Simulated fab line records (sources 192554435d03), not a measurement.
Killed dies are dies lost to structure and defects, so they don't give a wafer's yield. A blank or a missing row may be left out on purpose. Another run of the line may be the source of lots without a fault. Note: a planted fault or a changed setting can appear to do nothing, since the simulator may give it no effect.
fab line records + flow n5_finfet
record
- lots=11
- wafers=33
- last_day=18
route steps=1938 shown BEOL_M2@926 BEOL_M3@938 BEOL_M4@1111
lots that met no fault: from a run of the same line without faults
start_h: hours from the record's first day to the start of the lot's first wafer shown + wait_h: hours since the lot's step before + " as in the row above + L1.1+2: a single row standing in for several wafers + - no value, or no start was given + * or withheld: withheld + < > ~ a bound
route shown NAME@n: names a module that has steps shown in the file, with the first one's number in the route + usual: mean and standard deviation over wafers with no fault + same: alike in all rows + chamber/n: place in a boat + sites: per-site readings + _std_site: standard deviation across them + _edge_site: inner sites' mean taken away from outer sites' mean + radius_mm: for every site, how far away it sits from the centre of the wafer + mask NAME#n: copy n + behind: the last tool/chamber to shape the wafer + hold: the reason the lot was held/the length of the hold in hours/how it ended + device: whichever transistor did not switch (one of n, p or np) + end of line: the tests these same wafers got at the end of their route + a step without rows: its recipe alone + killed: the dies lost at the first sort to structure and to defects; this is not the yield of the wafer + map: a wafer's dies, x killed, . not, _ none there
set.NAME: the setting as run; set.NAME@STEP: as run at that earlier step + model.NAME: the simulator's own value behind a step, which no gauge read
a sample of lots followed through the steps of the route, with each step as a table and each wafer as a row
services: when a tool's chamber went out of use (start_h, in hours from the record's first day, below 0 if earlier), for how many hours, and the reason
## steps
# step N5_BEOL_M2_CO_CAP_55
# recipe
- material=Co
- target_thk_a=20
- temp_c=200
- precursor=CCTBA/H2
- pressure_torr=30
- time_s=102.1
# usual
- heater_power_w=242/14
| lot.wafer | tool      | chamber | start_h | wait_h | heater_power_w |
|-----------|-----------|---------|---------|--------|----------------|
| L503.4    | cvd_co-02 | 1       | 169.84  | 0.0    | 252            |
| L503.5    | "         | 0       | "       | "      | 237            |
| L503.6    | "         | 2       | "       | "      | 228            |
| L510.1    | cvd_co-01 | 2       | 204.52  | 0.0    | 267            |
| L510.3    | "         | 0       | "       | "      | 214            |
| L510.6    | "         | 1       | "       | "      | 234            |
| L509.2    | cvd_co-02 | 0       | 208.49  | 0.0    | 243            |
| L509.5    | "         | 2       | "       | "      | 235            |
| L509.6    | "         | 1       | "       | "      | 256            |
| L512.3    | cvd_co-01 | 2       | 217.01  | 0.0    | 261            |
| L512.4    | "         | 1       | "       | "      | 230            |
| L512.5    | "         | 2       | "       | "      | 258            |
| L513.2    | cvd_co-02 | 0       | 221.55  | 0.0    | 249            |
| L513.3    | "         | 2       | "       | "      | 237            |
| L513.6    | "         | 0       | "       | "      | 251            |
| L517.1    | cvd_co-02 | 1       | 251.12  | 0.0    | 249            |
| L517.4    | "         | 2       | "       | "      | 233            |
| L517.6    | "         | 0       | "       | "      | 247            |
| L515.2    | cvd_co-02 | 2       | 252.65  | 0.0    | 244            |
| L515.3    | "         | 0       | "       | "      | 248            |
| L515.6    | "         | 1       | "       | "      | 253            |
| L518.3    | cvd_co-02 | 0       | 252.92  | 0.0    | 243            |
| L518.4    | "         | 1       | "       | "      | 252            |
| L518.6    | "         | 2       | "       | "      | 232            |
| L520.1    | cvd_co-02 | 1       | 265.60  | 0.0    | 254            |
| L520.5    | "         | 1       | "       | "      | 252            |
| L520.6    | "         | 2       | "       | "      | 238            |
| L521.2    | cvd_co-01 | 0       | 277.63  | 0.0    | 219            |
| L521.5    | "         | 2       | "       | "      | 264            |
| L521.6    | "         | 1       | "       | "      | 230            |
| L523.1    | cvd_co-01 | 1       | 288.72  | 0.0    | 230            |
| L523.2    | "         | 2       | "       | "      | 264            |
| L523.4    | "         | 0       | "       | "      | 223            |
# step N5_BEOL_M2_INSPECT_59
# recipe
- inspect_instrument=darkfield
- mode=post_dep
# usual
- raw_defect_count=81/26
| lot.wafer | tool              | chamber | start_h | wait_h | raw_defect_count |
|-----------|-------------------|---------|---------|--------|------------------|
| L503.4    | defect_inspect-01 | -       | 170.02  | 0.0    | 55               |
| L503.5    | "                 | -       | "       | "      | 45               |
| L503.6    | "                 | -       | "       | "      | 52               |
| L510.1    | defect_inspect-02 | -       | 204.76  | 0.0    | 74               |
| L510.3    | "                 | -       | "       | "      | 73               |
| L510.6    | "                 | -       | "       | "      | 80               |
| L509.2    | defect_inspect-01 | -       | 208.70  | 0.0    | 91               |
| L509.5    | "                 | -       | "       | "      | 54               |
| L509.6    | "                 | -       | "       | "      | 88               |
| L512.3    | defect_inspect-01 | -       | 217.22  | 0.0    | 52               |
| L512.4    | "                 | -       | "       | "      | 66               |
| L512.5    | "                 | -       | "       | "      | 89               |
| L513.2    | defect_inspect-01 | -       | 221.76  | 0.0    | 82               |
| L513.3    | "                 | -       | "       | "      | 94               |
| L513.6    | "                 | -       | "       | "      | 61               |
| L517.1    | defect_inspect-01 | -       | 251.33  | 0.0    | 104              |
| L517.4    | "                 | -       | "       | "      | 95               |
| L517.6    | "                 | -       | "       | "      | 73               |
| L515.2    | defect_inspect-02 | -       | 252.86  | 0.0    | 66               |
| L515.3    | "                 | -       | "       | "      | 60               |
| L515.6    | "                 | -       | "       | "      | 61               |
| L518.3    | defect_inspect-02 | -       | 253.13  | 0.0    | 61               |
| L518.4    | "                 | -       | "       | "      | 56               |
| L518.6    | "                 | -       | "       | "      | 68               |
| L520.1    | defect_inspect-02 | -       | 265.80  | 0.0    | 70               |
| L520.5    | "                 | -       | "       | "      | 98               |
| L520.6    | "                 | -       | "       | "      | 76               |
| L521.2    | defect_inspect-02 | -       | 277.84  | 0.0    | 87               |
| L521.5    | "                 | -       | "       | "      | 61               |
| L521.6    | "                 | -       | "       | "      | 113              |
| L523.1    | defect_inspect-01 | -       | 288.92  | 0.0    | 71               |
| L523.2    | "                 | -       | "       | "      | 55               |
| L523.4    | "                 | -       | "       | "      | 79               |
# step N5_BEOL_M3_COAT_05
# recipe
- resist=CAR-EUV
- spin_rpm=1500
- resist_thk_nm=30
# usual
- spin_speed_rpm=1499.9/0.95
| lot.wafer | tool           | chamber | start_h | wait_h | spin_speed_rpm |
|-----------|----------------|---------|---------|--------|----------------|
| L503.4    | litho_track-05 | 0       | 171.04  | -      | 1498.9         |
| L503.5    | "              | 0       | "       | "      | 1499.3         |
| L503.6    | "              | 0       | "       | "      | 1498.9         |
| L510.1    | litho_track-05 | 0       | 205.10  | -      | 1446.4         |
| L510.3    | "              | 0       | "       | "      | 1446.1         |
| L510.6    | "              | 0       | "       | "      | 1445.4         |
| L509.2    | litho_track-05 | 0       | 210.51  | -      | 1448.9         |
| L509.5    | "              | 0       | "       | "      | 1448.2         |
| L509.6    | "              | 0       | "       | "      | 1446.2         |
| L512.3    | litho_track-01 | 0       | 220.98  | -      | 1501.5         |
| L512.4    | "              | 0       | "       | "      | 1499.9         |
| L512.5    | "              | 0       | "       | "      | 1502.0         |
| L513.2    | litho_track-01 | 0       | 222.12  | -      | 1498.6         |
| L513.3    | "              | 0       | "       | "      | 1498.4         |
| L513.6    | "              | 0       | "       | "      | 1499.7         |
| L517.1    | litho_track-03 | 0       | 252.71  | -      | 1499.1         |
| L517.4    | "              | 0       | "       | "      | 1499.6         |
| L517.6    | "              | 0       | "       | "      | 1500.6         |
| L515.2    | litho_track-03 | 0       | 253.91  | -      | 1500.4         |
| L515.3    | "              | 0       | "       | "      | 1500.7         |
| L515.6    | "              | 0       | "       | "      | 1499.7         |
| L518.3    | litho_track-01 | 0       | 255.85  | -      | 1500.9         |
| L518.4    | "              | 0       | "       | "      | 1500.5         |
| L518.6    | "              | 0       | "       | "      | 1499.7         |
| L520.1    | litho_track-03 | 0       | 267.63  | -      | 1500.4         |
| L520.5    | "              | 0       | "       | "      | 1499.8         |
| L520.6    | "              | 0       | "       | "      | 1499.5         |
| L521.2    | litho_track-05 | 0       | 278.87  | -      | 1499.8         |
| L521.5    | "              | 0       | "       | "      | 1500.0         |
| L521.6    | "              | 0       | "       | "      | 1499.8         |
| L523.1    | litho_track-01 | 0       | 289.89  | -      | 1499.5         |
| L523.2    | "              | 0       | "       | "      | 1499.5         |
| L523.4    | "              | 0       | "       | "      | 1500.5         |
# step N5_BEOL_M3_CD_MEAS_11
# recipe
- target_cd_nm=17.05
- landing_energy_ev=500
- detector=se_inlens
- polarity=opening
# usual
- cd_nm=17.04/0.22
| lot.wafer | tool      | chamber | start_h | wait_h | cd_nm |
|-----------|-----------|---------|---------|--------|-------|
| L503.4    | cd_sem-02 | 0       | 171.30  | -      | 17.09 |
| L503.5    | "         | 0       | "       | "      | 16.98 |
| L503.6    | "         | 0       | "       | "      | 17.04 |
| L510.1    | cd_sem-01 | 0       | 205.36  | -      | 16.83 |
| L510.3    | "         | 0       | "       | "      | 17.06 |
| L510.6    | "         | 0       | "       | "      | 16.90 |
| L509.2    | cd_sem-02 | 0       | 210.89  | -      | 17.19 |
| L509.5    | "         | 0       | "       | "      | 17.03 |
| L509.6    | "         | 0       | "       | "      | 17.15 |
| L512.3    | cd_sem-03 | 0       | 221.37  | -      | 16.92 |
| L512.4    | "         | 0       | "       | "      | 16.94 |
| L512.5    | "         | 0       | "       | "      | 17.13 |
| L513.2    | cd_sem-03 | 0       | 222.37  | -      | 17.35 |
| L513.3    | "         | 0       | "       | "      | 17.02 |
| L513.6    | "         | 0       | "       | "      | 16.88 |
| L517.1    | cd_sem-03 | 0       | 252.97  | -      | 17.05 |
| L517.4    | "         | 0       | "       | "      | 16.95 |
| L517.6    | "         | 0       | "       | "      | 17.14 |
| L515.2    | cd_sem-03 | 0       | 254.17  | -      | 17.28 |
| L515.3    | "         | 0       | "       | "      | 17.15 |
| L515.6    | "         | 0       | "       | "      | 17.17 |
| L518.3    | cd_sem-03 | 0       | 256.14  | -      | 16.62 |
| L518.4    | "         | 0       | "       | "      | 16.93 |
| L518.6    | "         | 0       | "       | "      | 16.58 |
| L520.1    | cd_sem-02 | 0       | 267.89  | -      | 17.17 |
| L520.5    | "         | 0       | "       | "      | 17.24 |
| L520.6    | "         | 0       | "       | "      | 17.08 |
| L521.2    | cd_sem-02 | 0       | 279.25  | -      | 17.10 |
| L521.5    | "         | 0       | "       | "      | 16.74 |
| L521.6    | "         | 0       | "       | "      | 16.85 |
| L523.1    | cd_sem-02 | 0       | 290.27  | -      | 17.11 |
| L523.2    | "         | 0       | "       | "      | 16.85 |
| L523.4    | "         | 0       | "       | "      | 17.04 |
# step N5_BEOL_M4_RC_MEAS_101
# usual
- DIBL_N=36.5/1.4
- DIBL_P=36.5/1.6
- IOFF_N=0.163/0.022
- IOFF_P=0.219/0.029
- ION_N=675/8.3
- ION_P=464/6.2
- SS_N=71.5/0.52
- SS_P=73.4/0.57
- VT_N=249.7/2.6
- VT_P=-250/3
| lot.wafer | tool      | chamber | start_h | wait_h | DIBL_N[mV/V] | DIBL_P[mV/V] | IOFF_N[nA/um] | IOFF_P[nA/um] | ION_N[uA/um] | ION_P[uA/um] | SS_N[mV/dec] | SS_P[mV/dec] | VT_N[mV] | VT_P[mV] |
|-----------|-----------|---------|---------|--------|--------------|--------------|---------------|---------------|--------------|--------------|--------------|--------------|----------|----------|
| L503.4    | prober-02 | 0       | 196.10  | 0.5    | 35.5         | 37.1         | 0.148         | 0.205         | 671          | 465          | 71.2         | 73.5         | 253.1    | -252     |
| L503.5    | "         | 0       | "       | "      | 36.6         | 38.6         | 0.168         | 0.224         | 675          | 460          | 71.8         | 73.5         | 249.6    | -252     |
| L503.6    | "         | 0       | "       | "      | 34.2         | 34.9         | 0.125         | 0.172         | 659          | 456          | 70.9         | 72.6         | 253.6    | -254     |
| L510.1    | prober-02 | 0       | 237.77  | 0.0    | 37.1         | 37.8         | 0.162         | 0.220         | 679          | 462          | 72.3         | 73.8         | 251.9    | -250     |
| L510.3    | "         | 0       | "       | "      | 37.1         | 37.8         | 0.166         | 0.226         | 674          | 471          | 71.2         | 73.8         | 248.4    | -250     |
| L510.6    | "         | 0       | "       | "      | 36.8         | 37.4         | 0.162         | 0.211         | 685          | 466          | 71.0         | 73.7         | 249.9    | -251     |
| L509.2    | prober-02 | 0       | 240.40  | 0.2    | 38.6         | 37.9         | 0.185         | 0.256         | 682          | 467          | 72.0         | 74.1         | 248.0    | -250     |
| L509.5    | "         | 0       | "       | "      | 36.2         | 34.9         | 0.140         | 0.201         | 674          | 464          | 71.2         | 73.1         | 251.5    | -250     |
| L509.6    | "         | 0       | "       | "      | 37.8         | 37.6         | 0.179         | 0.246         | 683          | 475          | 71.0         | 73.8         | 251.6    | -249     |
| L513.2    | prober-01 | 0       | 246.60  | 0.2    | 34.8         | 35.5         | 0.147         | 0.234         | 664          | 466          | 71.8         | 73.1         | 249.3    | -247     |
| L513.3    | "         | 0       | "       | "      | 35.3         | 36.7         | 0.165         | 0.258         | 683          | 474          | 72.0         | 73.3         | 247.6    | -245     |
| L513.6    | "         | 0       | "       | "      | 36.8         | 38.5         | 0.186         | 0.295         | 668          | 473          | 73.2         | 73.8         | 245.2    | -242     |
| L512.3    | prober-02 | 0       | 248.31  | 0.3    | 35.3         | 34.8         | 0.152         | 0.225         | 682          | 475          | 71.4         | 72.7         | 248.2    | -247     |
| L512.4    | "         | 0       | "       | "      | 36.1         | 35.7         | 0.169         | 0.241         | 677          | 469          | 71.4         | 73.3         | 247.0    | -247     |
| L512.5    | "         | 0       | "       | "      | 35.1         | 34.3         | 0.143         | 0.211         | 679          | 467          | 71.5         | 72.6         | 249.3    | -250     |
| L517.1    | prober-02 | 0       | 271.91  | 0.0    | 37.0         | 38.0         | 0.185         | 0.256         | 686          | 470          | 71.1         | 73.8         | 248.4    | -249     |
| L517.4    | "         | 0       | "       | "      | 37.5         | 37.7         | 0.187         | 0.247         | 677          | 460          | 72.3         | 73.7         | 250.2    | -247     |
| L517.6    | "         | 0       | "       | "      | 37.3         | 37.9         | 0.180         | 0.249         | 680          | 467          | 71.8         | 73.4         | 248.8    | -246     |
| L515.2    | prober-01 | 0       | 279.40  | 0.2    | 38.6         | 37.1         | 0.181         | 0.226         | 682          | 462          | 72.3         | 73.7         | 246.5    | -251     |
| L515.3    | "         | 0       | "       | "      | 38.1         | 36.5         | 0.173         | 0.205         | 678          | 456          | 72.3         | 73.7         | 248.6    | -253     |
| L515.6    | "         | 0       | "       | "      | 38.4         | 36.5         | 0.177         | 0.205         | 665          | 450          | 71.2         | 73.2         | 249.0    | -254     |
| L518.3    | prober-01 | 0       | 283.00  | 0.3    | 37.9         | 38.8         | 0.177         | 0.227         | 684          | 464          | 71.6         | 73.8         | 247.7    | -250     |
| L518.4    | "         | 0       | "       | "      | 38.4         | 39.5         | 0.187         | 0.243         | 682          | 465          | 71.8         | 74.3         | 247.3    | -249     |
| L518.6    | "         | 0       | "       | "      | 39.1         | 39.8         | 0.197         | 0.247         | 685          | 468          | 71.8         | 74.1         | 247.4    | -246     |
| L520.1    | prober-02 | 0       | 290.68  | 0.0    | 38.5         | 38.0         | 0.175         | 0.240         | 681          | 464          | 71.3         | 74.3         | 250.5    | -247     |
| L520.5    | "         | 0       | "       | "      | 38.7         | 37.9         | 0.184         | 0.244         | 666          | 460          | 71.4         | 74.3         | 248.6    | -248     |
| L520.6    | "         | 0       | "       | "      | 38.1         | 37.6         | 0.174         | 0.248         | 685          | 471          | 71.4         | 74.0         | 247.6    | -247     |
| L521.2    | prober-01 | 0       | 298.36  | 0.2    | 35.9         | 37.2         | 0.158         | 0.203         | 675          | 467          | 71.4         | 73.2         | 251.6    | -253     |
| L521.5    | "         | 0       | "       | "      | 34.6         | 35.2         | 0.136         | 0.166         | 668          | 458          | 70.9         | 73.3         | 251.9    | -258     |
| L521.6    | "         | 0       | "       | "      | 36.0         | 37.6         | 0.166         | 0.203         | 682          | 463          | 71.8         | 73.5         | 249.8    | -252     |
| L523.1    | prober-02 | 0       | 316.72  | 0.0    | 36.6         | 35.7         | 0.149         | 0.218         | 661          | 460          | 71.8         | 73.4         | 251.6    | -250     |
| L523.2    | "         | 0       | "       | "      | 37.2         | 36.7         | 0.164         | 0.243         | 665          | 458          | 72.8         | 73.9         | 250.0    | -248     |
| L523.4    | "         | 0       | "       | "      | 34.9         | 33.8         | 0.132         | 0.196         | 667          | 467          | 71.7         | 72.7         | 254.0    | -251     |
## services
| tool           | chamber | start_h | hours | kind                      |
|----------------|---------|---------|-------|---------------------------|
| litho_track-03 | -       | 230.39  | -     | consumable_replace:filter |
| cvd_co-02      | -       | 231.43  | 0.3   | repair                    |
| cvd_co-02      | 2       | 286.37  | 40.8  | repair                    |
## key
first_sign
- step=N5_BEOL_M3_COAT_05
- reading=spin_speed_rpm
- direction=down
- sigmas=56
- usual=*
- struck=*
effect none on later readings
met_at N5_BEOL_M3_COAT_05
struck_lots L509,L510
not_acting_at N5_BEOL_M2_CO_CAP_55,N5_BEOL_M2_INSPECT_59,N5_BEOL_M3_CD_MEAS_11
onset_between 171.04 205.10
fault
- kind=process_parameter_drift
- tool=litho_track-05
- chamber=-
- onset_h=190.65
- steps=N5_BEOL_M3_COAT_05
- channel=spin_rpm
- offset=*
- shape=step
- end_h=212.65
- acts_in=*
- stated=*
